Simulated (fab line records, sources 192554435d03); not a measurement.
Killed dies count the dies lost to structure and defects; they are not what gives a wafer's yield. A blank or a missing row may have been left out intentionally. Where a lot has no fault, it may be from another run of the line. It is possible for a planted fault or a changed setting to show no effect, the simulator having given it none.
Lot-split experiment / flow n5Finfet / 7 lots, 39 wafers read, on a route of 1938 steps

== ON THE SPLIT ==
At N5_DUMMY_GATE_ETCH_32 (etches SiO2 in CF4, target depth 3.5 nm, time 3.9 s), the setting timeS was moved away from the recipe's 3.9 s on 12 of the 39 wafers read, by -10.1% to +21.3%. The other wafers ran this setting at the recipe's value.

The reading is taken at the split's own step.

== THE READING ==
etch.depthNm (the simulator's own value, which no gauge read), in nm, at N5_DUMMY_GATE_ETCH_32 (etches SiO2 in CF4, target depth 3.5 nm, time 3.9 s). The file gives no usual value for it. Across the 27 wafers here that went through the recipe, the average is 3.506 nm and the standard deviation 0.048 nm.

wafer=L083.1; tool, chamber at the split=rieSi-05, 0; timeS as run, s=3.9; against the recipe=recipe; etch.depthNm, nm=3.544; against lot-mates on the recipe=-
wafer=L083.2; tool, chamber at the split=rieSi-05, 3,1; timeS as run, s=3.9; against the recipe=recipe; etch.depthNm, nm=3.5; against lot-mates on the recipe=-
wafer=L083.5; tool, chamber at the split=rieSi-05, 3,1; timeS as run, s=3.9; against the recipe=recipe; etch.depthNm, nm=3.5; against lot-mates on the recipe=-
wafer=L083.3; tool, chamber at the split=rieSi-05, 1; timeS as run, s=3.9; against the recipe=recipe; etch.depthNm, nm=3.534; against lot-mates on the recipe=-
wafer=L083.4; tool, chamber at the split=rieSi-05, 2; timeS as run, s=3.9; against the recipe=recipe; etch.depthNm, nm=3.471; against lot-mates on the recipe=-
wafer=L083.6; tool, chamber at the split=rieSi-05, 0; timeS as run, s=3.9; against the recipe=recipe; etch.depthNm, nm=3.553; against lot-mates on the recipe=-
wafer=L085.1; tool, chamber at the split=rieSi-05, 3; timeS as run, s=3.9; against the recipe=recipe; etch.depthNm, nm=3.485; against lot-mates on the recipe=-
wafer=L085.2; tool, chamber at the split=rieSi-05, 2; timeS as run, s=3.9; against the recipe=recipe; etch.depthNm, nm=3.498; against lot-mates on the recipe=-
wafer=L085.3; tool, chamber at the split=rieSi-05, 1; timeS as run, s=4.25; against the recipe=+9.0%; etch.depthNm, nm=3.846; against lot-mates on the recipe=+0.347
wafer=L085.4; tool, chamber at the split=rieSi-05, 0; timeS as run, s=4.25; against the recipe=+9.0%; etch.depthNm, nm=3.888; against lot-mates on the recipe=+0.389
wafer=L085.5; tool, chamber at the split=rieSi-05, 3; timeS as run, s=3.9; against the recipe=recipe; etch.depthNm, nm=3.514; against lot-mates on the recipe=-
wafer=L085.6; tool, chamber at the split=rieSi-05, 2; timeS as run, s=4.25; against the recipe=+9.0%; etch.depthNm, nm=3.812; against lot-mates on the recipe=+0.313
wafer=L088.1; tool, chamber at the split=rieSi-06, 0; timeS as run, s=3.9; against the recipe=recipe; etch.depthNm, nm=3.42; against lot-mates on the recipe=-
wafer=L088.2; tool, chamber at the split=rieSi-06, 1; timeS as run, s=3.507; against the recipe=-10.1%; etch.depthNm, nm=3.101; against lot-mates on the recipe=-0.350
wafer=L088.3; tool, chamber at the split=rieSi-06, 2; timeS as run, s=3.9; against the recipe=recipe; etch.depthNm, nm=3.436; against lot-mates on the recipe=-
wafer=L088.4; tool, chamber at the split=rieSi-06, 3; timeS as run, s=3.9; against the recipe=recipe; etch.depthNm, nm=3.498; against lot-mates on the recipe=-
wafer=L088.5; tool, chamber at the split=rieSi-06, 0; timeS as run, s=3.507; against the recipe=-10.1%; etch.depthNm, nm=3.098; against lot-mates on the recipe=-0.353
wafer=L088.6; tool, chamber at the split=rieSi-06, 1; timeS as run, s=3.507; against the recipe=-10.1%; etch.depthNm, nm=3.09; against lot-mates on the recipe=-0.361
wafer=L089.1; tool, chamber at the split=rieSi-05, 1; timeS as run, s=3.9; against the recipe=recipe; etch.depthNm, nm=3.578; against lot-mates on the recipe=-
wafer=L089.2; tool, chamber at the split=rieSi-05, 0; timeS as run, s=4.229; against the recipe=+8.4%; etch.depthNm, nm=3.945; against lot-mates on the recipe=+0.370
wafer=L089.3; tool, chamber at the split=rieSi-05, 3; timeS as run, s=3.9; against the recipe=recipe; etch.depthNm, nm=3.546; against lot-mates on the recipe=-
wafer=L089.4; tool, chamber at the split=rieSi-05, 2; timeS as run, s=4.229; against the recipe=+8.4%; etch.depthNm, nm=3.849; against lot-mates on the recipe=+0.274
wafer=L089.5; tool, chamber at the split=rieSi-05, 0; timeS as run, s=4.229; against the recipe=+8.4%; etch.depthNm, nm=3.906; against lot-mates on the recipe=+0.331
wafer=L089.6; tool, chamber at the split=rieSi-05, 1; timeS as run, s=3.9; against the recipe=recipe; etch.depthNm, nm=3.602; against lot-mates on the recipe=-
wafer=L090.1; tool, chamber at the split=rieSi-02, 0; timeS as run, s=3.9; against the recipe=recipe; etch.depthNm, nm=3.513; against lot-mates on the recipe=-
wafer=L090.2; tool, chamber at the split=rieSi-02, 1; timeS as run, s=3.9; against the recipe=recipe; etch.depthNm, nm=3.565; against lot-mates on the recipe=-
wafer=L090.6; tool, chamber at the split=rieSi-02, 1; timeS as run, s=3.9; against the recipe=recipe; etch.depthNm, nm=3.539; against lot-mates on the recipe=-
wafer=L092.1; tool, chamber at the split=rieSi-02, 3; timeS as run, s=4.732; against the recipe=+21.3%; etch.depthNm, nm=4.268; against lot-mates on the recipe=+0.804
wafer=L092.2; tool, chamber at the split=rieSi-02, 2; timeS as run, s=3.9; against the recipe=recipe; etch.depthNm, nm=3.384; against lot-mates on the recipe=-
wafer=L092.3; tool, chamber at the split=rieSi-02, 0; timeS as run, s=3.9; against the recipe=recipe; etch.depthNm, nm=3.464; against lot-mates on the recipe=-
wafer=L092.4; tool, chamber at the split=rieSi-02, 1; timeS as run, s=3.9; against the recipe=recipe; etch.depthNm, nm=3.544; against lot-mates on the recipe=-
wafer=L092.5; tool, chamber at the split=rieSi-02, 2; timeS as run, s=4.732; against the recipe=+21.3%; etch.depthNm, nm=4.135; against lot-mates on the recipe=+0.671
wafer=L092.6; tool, chamber at the split=rieSi-02, 3; timeS as run, s=4.732; against the recipe=+21.3%; etch.depthNm, nm=4.274; against lot-mates on the recipe=+0.810
wafer=L096.1; tool, chamber at the split=rieSi-06, 0; timeS as run, s=3.9; against the recipe=recipe; etch.depthNm, nm=3.493; against lot-mates on the recipe=-
wafer=L096.2; tool, chamber at the split=rieSi-06, 2; timeS as run, s=3.9; against the recipe=recipe; etch.depthNm, nm=3.494; against lot-mates on the recipe=-
wafer=L096.3; tool, chamber at the split=rieSi-06, 1; timeS as run, s=3.9; against the recipe=recipe; etch.depthNm, nm=3.475; against lot-mates on the recipe=-
wafer=L096.4; tool, chamber at the split=rieSi-06, 3; timeS as run, s=3.9; against the recipe=recipe; etch.depthNm, nm=3.553; against lot-mates on the recipe=-
wafer=L096.5; tool, chamber at the split=rieSi-06, 0; timeS as run, s=3.9; against the recipe=recipe; etch.depthNm, nm=3.473; against lot-mates on the recipe=-
wafer=L096.6; tool, chamber at the split=rieSi-06, 1; timeS as run, s=3.9; against the recipe=recipe; etch.depthNm, nm=3.495; against lot-mates on the recipe=-
When a row names more than one chamber, that row covers several wafers, and the file does not tell which wafer ran in which chamber.

THE FIT
A straight line over all 39 wafers: etch.depthNm changes by +0.0365 nm for each +1% of timeS; r = +0.98; the points scatter about the line by 0.057 nm.
The same after taking each lot's own level away (the mean of its wafers on the recipe; 39 wafers): +0.0361 nm for each +1%; r = +0.99; scatter 0.037 nm.
That fit puts the effect of the largest move of timeS on the reading at 0.77 nm.
Across the lots, their own levels run from 3.4513 to 3.5753 nm, a range of 2.6 times the standard deviation given above.
So the lot-to-lot level changes the slope little: the two slopes agree.
Check: +0.767 nm against its lot-mates is what the line predicts for one of the wafers moved furthest among these (+21.3%) when that wafer is left out of the fit. Against them it came out at +0.804 nm.

== ADDITIONAL SPLITS CARRIED BY THESE WAFERS ==
These wafers also went through other splits before the reading. Each is held against what the fit with the lots' levels taken away leaves over:
other split on the same wafers=N5_PMOS_HMC_CHANNEL_EPI_FIN_RECESS_16 timeS; wafers away from the commonest value=15; r with etch.depthNm (lot level and that fit taken away)=-0.11
other split on the same wafers=N5_DUMMY_GATE_EXPOSE_12 doseMj; wafers away from the commonest value=12; r with etch.depthNm (lot level and that fit taken away)=+0.03

== THE FILE'S OWN FIT ==
etch.depthNm changes by +0.0363 nm for each +1% of timeS, r = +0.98.
